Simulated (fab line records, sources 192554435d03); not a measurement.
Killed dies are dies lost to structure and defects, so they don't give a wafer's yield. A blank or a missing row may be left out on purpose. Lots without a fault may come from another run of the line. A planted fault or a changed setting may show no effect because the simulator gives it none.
One fault seen from 3 desks | flow n5_finfet | each desk has only its own numbers; what lay behind them comes last

THE DEFECT DESK
What the inspections along the route counted, lot by lot: means of the sampled wafers that have a number. A lot is out of limits, marked OUT, if its mean lies more than 4 standard deviations from the usual mean; the brackets give that distance.
Columns: A = raw_defect_count at N5_FIN_SAQP_INSPECT_18, usual 460
lot  | first seen here | A
L737 | day 2 17:17     | 500
L738 | day 2 23:07     | 417
L740 | day 3 09:52     | 454
L747 | day 5 04:23     | 383
L749 | day 5 16:17     | 530
L750 | day 5 21:38     | 578
L751 | day 6 04:05     | 405
L756 | day 7 10:10     | 502
L757 | day 7 17:52     | 515
This desk's finding: nothing out of limits on any of the 9 lots.

THE TOOL OWNER'S DESK: pecvd-02
The tool's own readings at N5_FIN_SAQP_PECVD_47 (deposits a-Si from SiH4/He, target thk 45 nm, time 36.3 s): means of the sampled wafers that have a number, for each lot that ran on this tool. A lot is out of limits, marked OUT, if its mean lies more than 4 standard deviations from the usual mean; the brackets give that distance.
Columns: A = heater_power_w at N5_FIN_SAQP_PECVD_47, usual 799 W; B = run_length_s at N5_FIN_SAQP_PECVD_47, usual 72.8 s; C = showerhead_plenum_p_Torr at N5_FIN_SAQP_PECVD_47, usual 5.65 Torr; D = throttle_valve_pct at N5_FIN_SAQP_PECVD_47, usual 18.3 %
lot  | first seen here | A   | B              | C    | D
L738 | day 2 22:31     | 697 | 73.2           | 5.60 | 17.8
L740 | day 3 09:16     | 736 | 73.0           | 5.62 | 18.2
L747 | day 5 03:47     | 774 | 57.8 (-29) OUT | 5.62 | 18.8
L749 | day 5 15:35     | 799 | 61.4 (-22) OUT | 5.67 | 18.2
L750 | day 5 20:55     | 770 | 61.4 (-22) OUT | 5.64 | 19.3
This desk's finding: out of limits on L747, L749, L750; first on L747, day 5 03:47 (run_length_s at N5_FIN_SAQP_PECVD_47). In limits: L738, L740.

THE METROLOGY DESK
What the gauges read, lot by lot, whatever tool the lot ran on: means of the sampled wafers that have a number. A lot is out of limits, marked OUT, if its mean lies more than 4 standard deviations from the usual mean; the brackets give that distance. Of its 11 readings 7 are shown: those that lie furthest out on some lot.
Columns: A = thk_nm at N5_FIN_SAQP_THK_MEAS_05, usual 37.8 nm; B = IOFF_P at N5_BEOL_M4_RC_MEAS_101, usual 0.210 nA/um; C = ION_N at N5_BEOL_M4_RC_MEAS_101, usual 677 uA/um; D = ION_P at N5_BEOL_M4_RC_MEAS_101, usual 465 uA/um; E = SS_N at N5_BEOL_M4_RC_MEAS_101, usual 71.4 mV/dec; F = VT_N at N5_BEOL_M4_RC_MEAS_101, usual 249.9 mV; G = VT_P at N5_BEOL_M4_RC_MEAS_101, usual -250 mV
lot  | first seen here | A    | B     | C   | D   | E    | F     | G
L737 | day 2 16:40     | 38.7 | 0.189 | 672 | 464 | 70.5 | 251.4 | -251
L738 | day 2 22:29     | 38.5 | 0.227 | 672 | 465 | 71.2 | 249.2 | -248
L740 | day 3 09:14     | 37.9 | 0.216 | 681 | 470 | 71.1 | 250.5 | -251
L747 | day 5 03:46     | 37.5 | 0.218 | 681 | 468 | 71.6 | 249.5 | -247
L749 | day 5 15:32     | 38.0 | 0.262 | 691 | 478 | 71.8 | 246.8 | -246
L750 | day 5 20:53     | 37.3 | 0.174 | 669 | 451 | 72.0 | 254.3 | -256
L751 | day 6 03:20     | 37.8 | 0.174 | 678 | 457 | 71.3 | 250.3 | -255
L756 | day 7 09:31     | 38.0 | 0.215 | 681 | 466 | 71.4 | 247.6 | -251
L757 | day 7 17:07     | 38.3 | 0.182 | 668 | 456 | 71.5 | 250.8 | -252
This desk's finding: nothing out of limits on any of the 9 lots.

PUT TOGETHER
The tool owner's desk could have raised an alarm at day 5 03:47, on L747, L749, L750.
The defect desk saw nothing out of limits.
The metrology desk saw nothing out of limits.
The defect desk has L747, L749, L750 on record, within its limits.
The metrology desk has L747, L749, L750 on record, within its limits.
Of the lots named, all ran N5_FIN_SAQP_PECVD_47 on pecvd-02.

WHAT THE SIMULATOR HAD PUT IN
Process parameter drift: pecvd-02, from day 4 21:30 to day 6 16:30, at N5_FIN_SAQP_PECVD_47. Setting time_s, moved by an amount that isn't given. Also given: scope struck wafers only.
Lots struck among those shown: L747, L749, L750.
Hours from the fault's start to each desk's first reading out of limits: the tool owner's desk, 6.
